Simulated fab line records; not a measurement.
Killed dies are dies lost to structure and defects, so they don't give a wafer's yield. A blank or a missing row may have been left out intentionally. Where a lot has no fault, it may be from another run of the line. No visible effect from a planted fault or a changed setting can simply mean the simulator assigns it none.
A struck lot beside a sound one -- flow n5-finfet -- 39 steps out of a route of 1938
Sound: wafers L778.1, L778.4, L778.6. Wafers L780.1, L780.4, L780.6 were the ones struck. The cause comes at the end.
At each step with rows: each side's tool, then ch and its chambers, then its first start. Under that, the readings that differ: sound wafers -- struck wafers -- difference of the means -- sigmas: that difference in standard deviations of wafers without a fault.
alike: words and numbers the same on both sides, and readings whose means are apart by under 2 such deviations; not compared: readings that were withheld, readings missing a value for some wafer, numbers with overlapping values and no deviation given by the record, and bounds like >300 which may hide the same value.
A row with sigmas, a row that says differs or no value, or rows on one side alone: a step with any of these is where the two part. Numbers that don't overlap but have no deviation are shown without sigmas and don't part them. Lack of a reading on every wafer of one side parts them only where that side has two or more wafers.

first, 11 steps without rows for these wafers: N5_FIN_SAQP_STRIP_74 (strips in CHF3/O2); N5_FIN_SAQP_MANDREL_ETCH_22 (etches a-Si in HBr/Cl2, stops on SiNx, target depth 60 nm, bt time 10 s, time 30 s); N5_FIN_SAQP_STRIP_55 (strips in N2/H2); N5_FIN_SAQP_STRIP_23 (strips in SPM, time 750 s); N5_FIN_SAQP_SRD_66 (time 30 s); N5_FIN_SAQP_RECESS_75 (chemistry HF/NH3, target SiO2, target depth 14.4 nm, afs cycles 3, sublimation time 60 s); N5_FIN_SAQP_SPACER1_ALD_24 (deposits SiO2, target thk 20.3 nm, pulse time 1 s, purge time 2 s); N5_FIN_SAQP_SPACER1_ETCHBACK_25 (etches SiO2 in CHF3/O2, target depth 24.4 nm, time 12.2 s); N5_FIN_SAQP_MANDREL1_REMOVE_56 (chemistry HBr/Cl2/O2, target a-Si, stops on SiNx, bt time 10 s); N5_FIN_SAQP_ETCH_57 (etches SiNx in CH3F/O2, target depth 32.5 nm, time 46.4 s); N5_FIN_SAQP_ETCH_65 (etches SiO2 in CF4, target depth 4 nm, time 4.4 s).
N5_FIN_SAQP_MANDREL_ETCH_58: etches a-Si in HBr/Cl2, stops on SiNx, target depth 45 nm, bt time 10 s, time 27 s.
  sound on rie-si-01 ch 0,1, day 5 11:37; struck on rie-si-04 ch 1,2,3, day 6 01:15
reading,sound,struck,difference,sigmas
model.SiNx_of_FIN_SAQP_HM_DEP_03.thk-nm (nm),36.8 37.6 37.8,34.4 34.8 34.2,-2.9,
  alike: drypump-motor-current-A, oes-product-au, throttle-valve-pct
  not compared: rf-hours-counter-h
then, 9 steps without rows for these wafers: N5_FIN_SAQP_RECESS_63 (chemistry HF/NH3, target SiO2, target depth 18 nm, afs cycles 3, sublimation time 60 s); N5_FIN_SAQP_COAT_68 (time 60 s, resist thk 100 nm); N5_FIN_SAQP_ETCH_69 (etches SOC in N2/H2, stops on SiNx, target depth 150 nm); N5_FIN_SAQP_ETCH_67 (etches SiNx in CH3F/O2, target depth 30 nm); N5_FIN_SAQP_STRIP_70 (strips in N2/H2); N5_FIN_SAQP_RECESS_71 (chemistry HF/NH3, target SiO2, target depth 3 nm, afs cycles 1, sublimation time 60 s); N5_FIN_SAQP_SPACER2_ALD_28 (deposits SiO2, target thk 8.1 nm, pulse time 1 s, purge time 2 s); N5_FIN_SAQP_SPACER2_ETCHBACK_29 (etches SiO2 in CHF3/O2, target depth 12.2 nm, time 6.1 s); N5_FIN_SAQP_MANDREL2_REMOVE_60 (chemistry HBr/Cl2/O2, target a-Si, stops on SiNx, bt time 10 s).
N5_FIN_SAQP_HM_OPEN_33: chemistry CH3F/O2, target SiNx, target depth 49.4 nm, time 70.6 s.
  sound on rie-diel-01 ch 1,2, day 5 13:01; struck on rie-diel-04 ch 1,2,3, day 6 04:02
reading,sound,struck,difference,sigmas
etch-rf-on-time-s (s),65.9 68.1 67.8,62.2 61.9 62.8,-5.0,-4
model.etch.depth-nm (nm),36.21 37.07 37.22,33.82 34.16 33.5,-3.01,
  alike: drypump-motor-current-A, oes_f_703_au, oes-product-au, rf-vpp-V, showerhead-plenum-p-Torr, throttle-valve-pct
  not compared: rf-hours-counter-h
then, 14 steps without rows for these wafers: N5_FIN_SAQP_ETCH_34 (etches SiO2 in C4F6/O2, target depth 45 nm, time 15 s); N5_FIN_SAQP_STRIP_77 (strips in N2/H2, time 90 s); N5_FIN_SAQP_ETCH_64 (etches SiO2 in CF4, target depth 1.5 nm); N5_FIN_SAQP_FIN_ETCH_36 (etches the open film in HBr/Cl2/O2, target depth 120 nm, time 50.4 s); N5_FIN_SAQP_PRECLEAN_38 (cleans in O3/DIW, time 45 s); N5_FIN_SAQP_PRECLEAN_45 (cleans in dHF, time 10 s); N5_FIN_SAQP_SRD_39 (time 30 s); N5_FIN_CUT_COAT_18 (time 60 s, resist thk 230 nm); N5_FIN_CUT_COAT_19 (time 60 s, resist thk 20 nm); N5_FIN_CUT_COAT_29 (time 60 s, resist thk 10 nm); N5_FIN_CUT_COAT_02 (resist thk 30 nm); N5_FIN_CUT_EBR_04; N5_FIN_CUT_SOFTBAKE_03 (time 60 s); N5_FIN_CUT_EXPOSE_05 (exposes mask FIN CUT).
N5_STI_FIN_REVEAL_RECESS_09: chemistry HF/NH3, target SiO2, afs cycles 11, target depth 42.5 nm, sublimation time 60 s.
  sound on vapor-etch-02 ch 0,1, day 5 20:54; struck on vapor-etch-01 ch 0,1, day 6 11:59
reading,sound,struck,difference,sigmas
drypump-motor-current-A (A),5.99 5.99 6.05,5.31 5.31 5.63,-0.59,-2
model.SiNx_of_FIN_SAQP_HM_DEP_03.thk-nm (nm),17.2 17.8 18.2,14.6 15 14.4,-3.1,
  alike: foreline-p-Torr
-- record jumps: 6 days separate the struck wafers' starts on either side; left off in module STI_FIN_REVEAL, taken up again in module BEOL_M4, whose first shown step is the route's number 1111 --
N5_BEOL_M4_RC_MEAS_101:
  sound on prober-02 ch 0, day 11 02:33; struck on prober-01 ch 0, day 12 06:48
  alike: DIBL_N, DIBL_P, IOFF_N, IOFF_P, ION_N, ION_P, SS_N, SS_P, VT_N, VT_P
-- the record jumps here: 5 days lie between the struck wafers' starts before and after (it left off in module BEOL_M4 and takes up again in module PASSIVATION, whose first step shown is number 1936 of the route) --
N5_PASSIVATION_PROBE_49:
  struck on prober-02, day 16 22:56; sound on prober-01, day 15 14:15
  alike: defect-limited-yield, killed_at_M0_to_M3, killed_at_M4_up, killed-at-contacts, killed-at-front-end, killed-at-other, killed-dies, killed-open, killed-short, sort_bin_5_function, sort_bin_6_memory, sort-n-pass, sort-yield-pct

== WHERE THEY PART ==
At N5_FIN_SAQP_HM_OPEN_33 first; at N5_STI_FIN_REVEAL_RECESS_09 last (within this record only). Later steps at which nothing parts them and some readings are alike: N5_BEOL_M4_RC_MEAS_101, N5_PASSIVATION_PROBE_49.

WHY: what the simulator had put in
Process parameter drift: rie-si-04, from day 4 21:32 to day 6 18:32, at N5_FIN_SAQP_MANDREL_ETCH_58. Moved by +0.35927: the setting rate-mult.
